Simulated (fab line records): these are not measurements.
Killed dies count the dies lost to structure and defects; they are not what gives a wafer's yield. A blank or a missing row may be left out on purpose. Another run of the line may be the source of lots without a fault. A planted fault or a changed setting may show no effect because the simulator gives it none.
A struck lot beside a sound one | flow n5 finfet | 33 steps out of a route of 1938
Sound: these wafers, L478.3, L478.4, L478.5. The struck wafers were L468.1, L468.2, L468.3. Last of all comes the cause.
Per side, at each step with rows, come the tool, then ch with its chambers, and then its first start. Under that, the readings that differ: sound wafers | struck wafers | difference of the means | sigmas: that difference in standard deviations of wafers without a fault.
alike: same words and numbers on both sides, and readings whose means sit less than 2 such deviations apart. not compared: any withheld reading, any reading some wafer has no value for, any bound like >300 that may hide the same value, and any number with overlapping values for which the record gives no deviation.
A row with sigmas, a row that says differs or no value, or rows on one side alone: a step with any of these is where the two part. When numbers do not overlap yet have no deviation, they are printed without sigmas and do not part them. Lack of a reading on every wafer of one side parts them only where that side has two or more wafers.

first, 10 steps without rows for these wafers: N5_SD_EPI_P_SRD_20 (time 30 s); N5_SD_EPI_P_PRECLEAN_51 (cleans in NF3:NH3, afs cycles 1, time 20 s, sublimation time 60 s); N5_SD_EPI_P_VAPOR_ETCH_44 (etches SiGe30 in NF3/Ar, time 3.3 s); N5_SD_EPI_P_EPI_21 (deposits SiGe:B, time 355 s); N5_SD_EPI_P_HM_STRIP_48 (strips SiNx in H3PO4, material SiNx, target depth 3 nm); N5_SD_EPI_P_SRD_49 (time 30 s); N5_SD_EPI_P_PRECLEAN_24 (cleans in O3/DIW, time 45 s); N5_SD_EPI_P_PRECLEAN_32 (cleans in dHF, time 10 s); N5_SD_EPI_P_PRECLEAN_33 (cleans in SC2, time 45 s); N5_SD_EPI_P_SRD_25 (time 30 s).
N5_SD_ACTIVATION_RTA_00: time 0 s.
  sound on rtp anneal-02 ch 0, day 8 04:51; struck on rtp anneal-01 ch 0, day 5 22:55
  reading             | sound             | struck            | difference | sigmas
  lamp power pct (%)  | 8.91 8.89 8.93    | 8.07 8.08 8.01    | -0.86      | -16
  lamp_zone_1_pct (%) | 8.948 8.940 8.940 | 8.011 8.049 8.045 | -0.908     | -35
  lamp_zone_2_pct (%) | 8.929 8.961 8.985 | 8.046 8.024 8.028 | -0.926     | -40
  lamp_zone_3_pct (%) | 8.924 8.945 8.910 | 8.040 7.988 7.977 | -0.925     | -34
  lamp_zone_4_pct (%) | 8.960 8.960 8.948 | 8.049 7.981 8.022 | -0.939     | -35
  lamp_zone_5_pct (%) | 8.955 9.016 8.948 | 8.035 8.019 8.026 | -0.946     | -35
  lamp_zone_6_pct (%) | 8.843 8.883 8.871 | 7.933 7.979 7.962 | -0.908     | -38
  lamp_zone_7_pct (%) | 9.330 9.352 9.340 | 8.349 8.316 8.427 | -0.977     | -39
  alike: wafer_temp_C_max
then, 1 step without rows for these wafers: N5_SD_ACTIVATION_LSA_01 (time 0.0008 s).
N5_SD_ACTIVATION_RS_MEAS_03: a four-point-probe measurement.
  sound on film metro-02, day 8 05:15; struck on film metro-01, day 5 23:19
  reading          | sound             | struck            | difference | sigmas
  RS_SD_N (ohm/sq) | 21.54 21.48 21.68 | 22.70 23.08 22.64 | +1.24      | +4
  RS_SD_P (ohm/sq) | 55.2 55.6 56.2    | 58.0 56.9 58.1    | +2.0       | +2
then, 18 steps without rows for these wafers: N5_ILD0_LINER_00 (material SiNx, target thk 4 nm, pulse time 1 s, purge time 2 s); N5_ILD0_FCVD_FILL_01 (material SiO2 flowable, target thk 200 nm, time 328.3 s); N5_ILD0_CURE_02 (time 1800 s); N5_ILD0_CMP_03 (polishes, stops on SiNx, t overpolish 1.9 s, target thk 197.38 nm); N5_ILD0_CMP_07 (polishes SiO2 flowable, stops on poly-Si, t overpolish 1.18 s, target thk 138.88 nm); N5_ILD0_PRECLEAN_10 (cleans in NF3:NH3, afs cycles 5, time 20 s, sublimation time 60 s); N5_ILD0_ALD_15 (deposits SiNx, target thk 24 nm, pulse time 1 s, ald cycles 480); N5_ILD0_CMP_12 (polishes SiNx, stops on poly-Si, t overpolish 6 s, target thk 17.67 nm); N5_SDB_HM_DEP_00 (deposits SiNx from SiH4/NH3/N2, target thk 40 nm, time 35.3 s); N5_SDB_COAT_03 (time 60 s, resist thk 100 nm); N5_SDB_COAT_04 (time 60 s, resist thk 18 nm); N5_SDB_COAT_05 (resist thk 90 nm); N5_SDB_EBR_07; N5_SDB_SOFTBAKE_06 (time 60 s); N5_SDB_EXPOSE_08 (exposes mask SDB); N5_SDB_PEB_09 (peb time 60 s); N5_SDB_DEVELOP_10 (develop time 30 s); N5_SDB_DESCUM_16 (chemistry O2, time 7.9 s).
-- the record jumps here: 5 days lie between the struck wafers' starts before and after (it left off in module SDB and takes up again in module BEOL_M4, whose first step shown is number 1111 of the route) --
N5_BEOL_M4_RC_MEAS_101:
  sound on prober-02 ch 0, day 12 21:37; struck on prober-01 ch 0, day 10 13:37
  reading          | sound          | struck            | difference | sigmas
  DIBL_N (mV/V)    | 40.4 37.4 37.1 | 29.5 30.5 26.6    | -9.4       | -4
  DIBL_P (mV/V)    | 43 39 39       | 32 33 28          | -9         | -3
  IOFF_N (nA/um)   | 0.25 0.19 0.18 | 0.06 0.08 0.05    | -0.14      | -3
  IOFF_P (nA/um)   | 0.29 0.22 0.21 | 0.11 0.13 0.09    | -0.13      | -3
  ION_N (uA/um)    | 687 671 682    | 592 609 584       | -85        | -6
  ION_P (uA/um)    | 464 460 463    | 425 429 425       | -36        | -4
  REXT_N (ohm.um)  | 73.1 72.0 73.0 | 100.5 101.3 103.7 | +29.1      | +19
  REXT_P (ohm.um)  | 97.7 98.9 98.7 | 116.9 116.9 117.2 | +18.6      | +8
  RS_SD_N (ohm/sq) | 28.0 27.7 27.8 | 29.2 29.6 28.9    | +1.4       | +4
  SS_N (mV/dec)    | 72.8 71.9 71.5 | 69.6 69.9 69.7    | -2.3       | -3
  VT_N (mV)        | 246 250 249    | 263 258 269       | +15        | +4
  VT_N_LVT (mV)    | 93 95 96       | 113 107 117       | +18        | +5
  VT_P (mV)        | -246 -250 -251 | -263 -259 -264    | -13        | -4
  alike: SS_P
-- record jumps: 4 days separate the struck wafers' starts on either side; left off in module BEOL_M4, taken up again in module PASSIVATION, whose first shown step is the route's number 1936 --
N5_PASSIVATION_PROBE_49:
  the record has rows for the struck wafers here (prober-01, day 14 23:17) and none for the sound ones

WHERE THEY PART
At N5_SD_ACTIVATION_RTA_00 first; at N5_PASSIVATION_PROBE_49 last (within this record only).

WHY: the cause the simulator had injected
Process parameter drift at N5_SD_ACTIVATION_RTA_00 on rtp anneal-01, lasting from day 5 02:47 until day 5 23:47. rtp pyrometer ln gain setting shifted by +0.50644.
